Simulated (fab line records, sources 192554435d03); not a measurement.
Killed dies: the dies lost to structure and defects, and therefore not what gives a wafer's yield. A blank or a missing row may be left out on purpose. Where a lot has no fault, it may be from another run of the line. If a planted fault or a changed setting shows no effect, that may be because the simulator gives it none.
Matching of chambers -- flow n5_finfet -- rie_diel-04 running N5_SD_EPI_N_DESCUM_14: 4 sister chambers
The step chemistry O2, time 7.9 s. 14 wafers are shown with their chamber, then 7 later ones without.

EACH WAFER AND ITS CHAMBER
wafer,chamber,showerhead_plenum_p_Torr (Torr),throttle_valve_pct (%),oes_product_au (a.u.)
L076.2,2,2.09,21.10,0.68
L076.3,3,2.18,20.58,0.72
L076.5,0,2.16,20.44,0.91
L077.4,1,2.03,20.34,0.96
L077.5,1,2.03,20.33,0.98
L077.6,2,2.09,21.10,0.69
L078.1,1,2.03,20.34,0.94
L078.2,2,2.09,21.10,0.68
L078.6,1,2.03,20.33,0.95
L084.2,1,2.02,20.37,0.90
L084.3,2,2.08,20.75,0.96
L084.6,2,2.08,20.75,0.97
L085.1,3,2.17,20.62,0.70
L085.3,0,2.15,20.48,0.87

SIGNATURES, as means of the wafers listed above
reading,chamber 0,chamber 1,chamber 2,chamber 3,scatter within a chamber
showerhead_plenum_p_Torr,2.1550,2.0280,2.0860,2.1750,0.00548
throttle_valve_pct,20.4600,20.3420,20.9600,20.6000,0.122
oes_product_au,0.8900,0.9460,0.7960,0.7100,0.0999
Rule: a wafer lies at a distance from a chamber equal to the root of the sum of squares, over the readings, of (its reading less the chamber's mean, divided by the reading's scatter). The wafer belongs to the nearest chamber; if the next one is less than 2 further off, it can't be placed. How the scatter is found: for the shown wafers, subtract from each reading the mean of its chamber, square and add these, divide the total by (wafers less chambers), then take the root.

WAFERS WHOSE CHAMBER IS MISSING
wafer,showerhead_plenum_p_Torr (Torr),throttle_valve_pct (%),oes_product_au (a.u.)
L085.4,2.08,20.76,0.94
L088.1,2.08,20.76,0.92
L088.5,2.15,20.47,0.86
L088.6,2.17,20.62,0.71
L093.1,2.14,20.49,0.84
L093.3,2.02,20.39,0.88
L093.4,2.08,20.80,0.91

THE CHAMBER EACH PASSED THROUGH
wafer,from the rows above,in truth
L085.4,2,2
L088.1,2,2
L088.5,0,0
L088.6,3,3
L093.1,0,0
L093.3,1,1
L093.4,2,2
Correct placement for 7 of the 7. Not placeable from these rows: 0. Number placed wrongly: 0.
